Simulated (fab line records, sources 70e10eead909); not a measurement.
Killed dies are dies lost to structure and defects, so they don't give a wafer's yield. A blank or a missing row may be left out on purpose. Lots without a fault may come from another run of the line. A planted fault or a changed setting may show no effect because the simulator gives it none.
fab line records | flow nand_harc
record lots=13 wafers=39 last_day=24
route steps=1159 shown A_WL_FILL@813 A_CONTACT@840 END@1159
lots that met no fault: from a run of the same line without faults
start_h: hours from the record's first day to the start of the lot's first wafer shown | wait_h: hours since the lot's step before | " the same as in the row above | L1.1+2: a row that stands for several wafers | - no value, or no start given | * or withheld: withheld | < > ~ a bound
route shown NAME@n: a module of which the file shows steps, and the number in the route of the first | usual: mean/standard deviation of fault-free wafers | same: alike in all rows | chamber/n: place in a boat | sites: the reading at each site | _std_site: their standard deviation | _edge_site: outer sites' mean less inner sites' | radius_mm: how far each site lies from the wafer's centre | mask NAME#n: copy n | behind: the tool/chamber that last shaped the wafer | hold: why the lot was held/for how many hours/how that ended | device: the transistor (n, p or np) that didn't switch | end of line: the same wafers' tests at the end of the route | a step without rows: its recipe alone | killed: dies lost to structure and defects at the first sort, not the wafer's yield | map: a wafer's dies, x killed, . not, _ none there
set.NAME: the setting as run; set.NAME@STEP: as run at that earlier step | model.NAME: the simulator's own value behind a step, which no gauge read
steps of the route over a sample of lots; a table a step, a row a wafer
services: from which hour (start_h, from the record's first day; less than 0 if before it) a tool's chamber was out of use, for how many hours, and why
## steps
# step NHARC_A_WL_FILL_CVD_03
# recipe target_thk_a=400 temp_c=300 pressure_torr=40 wf6_flow_sccm=40 h2_flow_sccm=1600 ar_flow_sccm=1560 time_s=3302 material=W
# usual heater_power_w=436/30 susceptor_temp_C=299.97/0.17 throttle_valve_pct=8.22/0.23
# columns lot.wafer tool chamber start_h wait_h heater_power_w susceptor_temp_C throttle_valve_pct
L242.2 cvd_w-01 1 339.48 3.8 463 300.08 8.07
L242.6 " 0 340.89 5.2 437 299.94 8.24
L242.5 " 1 " " 469 299.84 7.86
L243.1 cvd_w-02 1 343.57 1.7 419 300.36 7.83
L243.6 " 1 345.47 3.6 419 299.90 8.16
L243.5 " 0 " " 364 299.75 8.53
L246.1 cvd_w-01 1 343.59 1.9 480 300.26 7.99
L246.6 " 0 345.00 3.3 431 299.85 8.29
L246.5 " 1 " " 476 300.03 8.39
L245.2 cvd_w-01 1 346.42 4.4 475 300.40 8.20
L245.3 " 1 " " 467 300.34 8.29
L245.5 " 1 " " 464 299.80 8.34
L244.2 cvd_w-01 1 349.25 4.0 479 299.82 8.23
L244.4 " 1 " " 474 299.96 8.32
L244.6 " 1 " " 473 299.74 8.16
L255.3 cvd_w-01 0 409.23 5.6 443 299.90 8.45
L255.6 " 1 " " 480 300.13 8.32
L255.5 " 0 " " 442 299.71 8.15
L262.1 cvd_w-01 1 443.45 2.5 466 - 8.44
L262.3 " 1 " " 476 - 8.10
L262.4 " 0 " " 433 - 8.10
L261.1 cvd_w-01 1 446.25 5.1 474 300.11 8.54
L261.4 " 1 " " 475 299.81 8.25
L261.3 " 0 " " 441 299.84 7.94
L260.1 cvd_w-02 0 446.47 5.1 397 - 8.42
L260.2 " 1 " " 424 - 7.98
L260.4 " 0 " " 394 - 8.35
L259.1 cvd_w-01 1 454.34 2.6 476 300.18 8.54
L259.6 " 0 455.77 4.0 437 299.89 8.26
L259.5 " 1 " " 480 299.77 8.16
L264.2 cvd_w-02 1 470.52 3.4 420 - 7.92
L264.4 " 0 471.91 4.8 395 - 8.65
L264.6 " 1 " " 443 - 7.67
L263.2 cvd_w-01 0 471.74 4.4 420 300.11 8.16
L263.1 " 1 " " 466 300.13 8.35
L263.3 " 0 " " 427 299.77 8.04
L265.1 cvd_w-02 1 482.87 6.5 432 300.06 8.02
L265.3 " 0 " " 386 300.01 8.43
L265.5 " 0 " " 389 300.03 8.32
# step NHARC_A_WL_FILL_STRIP_27
# recipe power_w=1500 temp_c=250 time_s=20 chemistry=N2/H2
# usual drypump_motor_current_A=6.0/0.42 heater_power_w=311/17 rf_refl_power_W=26/9.5
# columns lot.wafer tool chamber start_h wait_h drypump_motor_current_A heater_power_w rf_hours_counter_h rf_refl_power_W
L242.2 plasma_asher-02 0 342.69 0.1 6.1 304 49 26
L242.6 " 0 " " 6.1 301 - 26
L242.5 " 1 " " 5.3 306 - 24
L246.1 plasma_asher-02 0 346.81 0.1 6.1 309 51 -
L246.6 " 0 " " 6.0 309 - -
L246.5 " 1 " " 5.3 308 - -
L243.1 plasma_asher-02 1 347.27 0.1 5.3 302 51 23
L243.6 " 1 " " 5.3 306 - 23
L243.5 " 0 " " 6.1 311 - 26
L245.2 plasma_asher-01 1 349.67 0.1 6.3 325 22 16
L245.3 " 0 " " 6.3 289 - 37
L245.5 " 0 " " 6.3 294 - 39
L244.2 plasma_asher-01 1 353.05 0.1 6.2 331 23 -
L244.4 " 1 " " 6.2 333 - -
L244.6 " 0 " " 6.4 290 - -
L255.3 plasma_asher-02 1 411.60 0.2 5.3 312 - -
L255.5 " 0 " " 6.1 311 - -
L255.6 " 1 " " 5.3 297 - -
L262.1 plasma_asher-02 1 447.15 0.2 5.3 304 25 -
L262.3 " 0 " " 6.1 311 - -
L262.4 " 1 " " 5.3 302 - -
L261.1 plasma_asher-01 1 450.16 0.3 6.2 340 60 14
L261.4 " 0 " " 6.3 286 - 37
L261.3 " 1 " " 6.2 340 - 16
L260.2 plasma_asher-01 1 450.27 0.3 6.3 339 60 14
L260.1 " 0 " " 6.4 293 60 38
L260.4 " 0 " " 6.3 288 - 37
L259.1 plasma_asher-02 0 457.67 0.2 6.1 311 28 -
L259.6 " 0 " " 6.1 310 - -
L259.5 " 1 " " 5.3 304 - -
L264.2 plasma_asher-02 0 474.20 0.2 6.1 325 32 26
L264.4 " 0 " " 6.1 315 - 26
L264.6 " 1 " " 5.3 307 - 23
L263.2 plasma_asher-01 1 475.69 0.4 6.2 330 6 14
L263.1 " 0 " " 6.4 300 6 38
L263.3 " 0 " " 6.3 289 - 38
L265.1 plasma_asher-02 1 486.11 0.1 5.3 309 37 -
L265.3 " 0 " " 6.1 320 - -
L265.5 " 1 " " 5.3 301 - -
# step NHARC_A_CONTACT_DEP_24
# recipe target_thk_a=5000 temp_c=400 pressure_torr=6.5 rf_w=900 teos_flow_sccm=161.4 flow_sccm=2650 target_thk_nm=500 gas=O2 material=SiO2
# usual heater_power_w=573/93 mfc_precursor_sccm=161.4/0.52 susceptor_temp_C=399.99/0.22 throttle_valve_pct=15.9/0.44
# columns lot.wafer tool chamber start_h wait_h heater_power_w mfc_precursor_sccm susceptor_temp_C throttle_valve_pct
L242.2 pecvd-04 2 364.06 0.1 535 161.8 400.09 15.9
L242.5 " 1 " " 514 161.7 399.88 16.2
L242.6 " 2 " " 400 161.6 399.79 15.8
L243.1 pecvd-04 1 370.52 0.1 527 160.1 399.79 16.2
L243.6 " 0 " " 568 161.8 400.12 16.6
L243.5 " 1 " " 531 160.7 399.91 16.3
L246.1 pecvd-01 0 370.74 0.2 611 161.4 399.94 15.1
L246.6 " 2 " " 479 161.5 400.03 15.9
L246.5 " 0 " " 644 162.2 400.14 15.4
L245.2 pecvd-03 2 374.78 0.2 570 161.1 399.87 15.6
L245.3 " 0 " " 661 161.0 399.97 16.4
L245.5 " 0 " " 681 161.5 399.64 16.2
L244.2 pecvd-01 2 376.28 0.2 453 161.6 400.08 16.0
L244.4 " 2 " " 491 161.3 399.81 16.1
L244.6 " 2 " " 494 161.3 399.77 16.4
L255.3 pecvd-01 2 438.00 0.3 497 173.4 399.71 16.4
L255.5 " 2 " " 517 173.7 399.99 16.5
L255.6 " 1 " " 631 161.7 400.47 15.6
L262.1 pecvd-04 1 468.66 0.1 475 161.8 399.83 16.4
L262.3 " 0 " " 568 161.0 400.01 16.0
L262.4 " 0 " " 609 161.3 400.21 15.7
L260.2 pecvd-03 0 471.89 0.1 682 161.5 400.08 16.8
L260.1 " 1 " " 743 160.2 399.87 15.4
L260.4 " 0 " " 704 161.4 400.27 16.1
L261.3 pecvd-04 0 473.07 0.1 615 161.4 400.30 15.6
L261.1 " 1 " " 471 160.8 399.77 16.2
L261.4 " 2 " " 499 161.5 399.70 16.5
L259.1 pecvd-04 1 480.52 0.2 438 161.3 399.81 16.3
L259.6 " 0 " " 624 161.4 399.47 15.9
L259.5 " 2 " " 426 160.7 399.48 16.5
L263.1 pecvd-03 2 497.02 0.1 559 161.0 399.98 15.4
L263.2 " 0 " " 684 161.7 399.87 16.3
L263.3 " 1 " " 685 161.1 400.21 15.4
L264.2 pecvd-01 0 497.22 0.2 668 161.8 400.22 15.3
L264.6 " 2 " " 496 160.5 400.40 16.3
L264.4 " 0 " " 693 161.9 400.28 15.4
L265.3 pecvd-04 2 507.29 0.1 492 162.0 399.83 16.5
L265.1 " 0 " " 612 160.4 399.81 16.0
L265.5 " 1 " " 395 162.2 400.19 16.3
# step NHARC_A_CONTACT_DEP_28
# recipe target_thk_a=36000 temp_c=400 material=aC
# usual susceptor_temp_C=400.00/0.22 throttle_valve_pct=35.000/0.0087
# columns lot.wafer tool chamber start_h wait_h susceptor_temp_C throttle_valve_pct
L242.2 acl_dep-01 0 367.00 2.4 400.17 34.996
L242.5 " 0 368.10 3.6 400.39 35.002
L242.6 " 0 " " 400.51 35.009
L243.1 acl_dep-03 0 373.98 3.0 - 35.009
L243.5 " 0 375.44 4.4 - 35.003
L243.6 " 0 " " - 35.009
L246.1 acl_dep-02 0 376.12 5.0 400.17 34.991
L246.5 " 0 377.59 6.4 399.97 34.987
L246.6 " 0 " " 400.04 35.007
L245.2 acl_dep-02 0 378.70 3.4 399.97 34.996
L245.3 " 0 " " 400.21 35.007
L245.5 " 0 " " 400.14 35.005
L244.2 acl_dep-01 0 379.12 2.2 399.93 35.007
L244.4 " 0 " " 399.97 35.001
L244.6 " 0 " " 399.79 34.998
L255.3 acl_dep-01 0 439.77 1.2 - 34.995
L255.5 " 0 " " - 35.004
L255.6 " 0 " " - 34.998
L262.1 acl_dep-02 0 469.27 0.1 - 34.991
L262.3 " 0 " " - 35.017
L262.4 " 0 " " - 35.012
L260.1 acl_dep-02 0 472.70 0.3 400.09 35.006
L260.2 " 0 " " 399.66 34.996
L260.4 " 0 " " 399.68 34.977
L261.1 acl_dep-03 0 474.28 0.7 400.06 34.985
L261.3 " 0 " " 400.12 35.000
L261.4 " 0 " " 400.07 35.001
L259.1 acl_dep-03 0 485.62 4.6 399.79 35.003
L259.5 " 0 487.09 6.1 399.98 35.003
L259.6 " 0 " " 399.79 35.012
L263.1 acl_dep-01 0 497.63 0.1 - 35.000
L263.2 " 0 " " - 34.997
L263.3 " 0 " " - 34.982
L264.2 acl_dep-02 0 498.07 0.4 400.13 35.012
L264.4 " 0 " " 400.07 34.999
L264.6 " 0 " " 400.00 34.999
L265.1 acl_dep-02 0 510.77 3.0 399.69 35.003
L265.3 " 0 " " 399.78 34.992
L265.5 " 0 " " 399.86 34.997
# step NHARC_END_SORT_01
# recipe temp_c=25
# usual killed_at_array=27/8 killed_at_other=0.8/1.2 killed_at_periphery=3.3/2.3 killed_dies=31/8.8 killed_open=3.2/2.1 killed_short=2.1/1.4
# same gross_dies=677
# columns lot.wafer tool chamber start_h wait_h killed_at_array killed_at_other killed_at_periphery killed_dies killed_open killed_short
L263.1 prober-01 0 569.30 2.5 42 0 8 50 2 1
L263.2 prober-01 0 570.10 2.8 60 0 7 67 0 2
L263.3 prober-01 0 570.90 3.1 50 0 4 54 2 3
# killed by level:class
L263.1 A_CHANNEL_HOLE_D1:chamber_film_flake=22 A_SLIT:chamber_film_flake=15 P_M0:chamber_film_flake=4 P_GATE:chamber_film_flake=2 A_CONTACT:chamber_film_flake=2 A_CHANNEL_FILL_D1:geometric_particle:short=1 A_WL_FILL:geometric_particle:open=1 A_M0:geometric_particle:open=1
L263.2 A_CHANNEL_HOLE_D1:chamber_film_flake=30 A_SLIT:chamber_film_flake=14 A_STAIRCASE:chamber_film_flake=8 P_M0:chamber_film_flake=5 A_CONTACT:chamber_film_flake=5 P_GATE:chamber_film_flake=2 A_CHANNEL_FILL_D1:geometric_particle:short=1 A_WL_FILL:geometric_particle:short=1
L263.3 A_CHANNEL_HOLE_D1:chamber_film_flake=24 A_SLIT:chamber_film_flake=19 P_M0:chamber_film_flake=2 A_CONTACT:chamber_film_flake=2 P_STI:geometric_particle:short=1 A_ONON_D1:geometric_particle:short=1 A_CHANNEL_FILL_D1:geometric_particle:open=1 A_WL_FILL:geometric_particle:short=1
## services
# columns tool chamber start_h hours kind
cvd_w-02 - 320.47 2.3 repair
acl_dep-02 - 346.93 4.6 repair
acl_dep-02 - 351.57 13.0 pm
pecvd-03 - 357.75 0.7 repair
plasma_asher-02 - 362.29 9.0 pm
pecvd-01 1 373.65 5.0 repair
pecvd-04 - 376.61 13.0 pm
cvd_w-02 - 378.62 13.0 pm
acl_dep-03 - 407.54 13.0 pm
pecvd-01 - 418.10 13.0 pm
plasma_asher-02 - 422.11 1.7 repair
pecvd-01 0 431.98 5.9 repair
acl_dep-03 - 433.69 9.7 repair
pecvd-04 - 439.27 1.4 repair
plasma_asher-01 - 453.20 9.0 pm
plasma_asher-02 - 459.37 6.4 repair
pecvd-03 - 473.19 13.0 pm
cvd_w-01 - 474.57 13.0 pm
cvd_w-01 0 474.57 13.0 vent_cycle
plasma_asher-01 - 474.87 0.4 repair
acl_dep-01 - 475.26 13.0 pm
plasma_asher-02 - 507.72 8.0 repair
cvd_w-02 - 510.35 0.4 repair
acl_dep-03 - 511.95 0.8 repair
## key
first_sign step=NHARC_A_CONTACT_DEP_24 reading=mfc_precursor_sccm direction=up sigmas=23 usual=161.4 struck=173.6
effect none on later readings
met_at NHARC_A_CONTACT_DEP_24
struck_lots L255
struck_wafers L255.3,L255.5
tester_left_out L255
not_acting_at NHARC_A_WL_FILL_CVD_03,NHARC_A_WL_FILL_STRIP_27,NHARC_A_CONTACT_DEP_28
onset_between 376.28 438.00
fault kind=process_parameter_drift tool=pecvd-01 chamber=2 onset_h=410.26 steps=NHARC_A_CONTACT_DEP_24 channel=teos_flow_sccm offset=* shape=step end_h=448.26 acts_in=* stated=*
# tester_left_out: of these lots the tester's yield and bins aren't shown, on N5 and GAA mostly nor the transistor test; their killed dies are dies lost to structure and defects alone, not to doping, threshold or leakage, so they don't give the yield
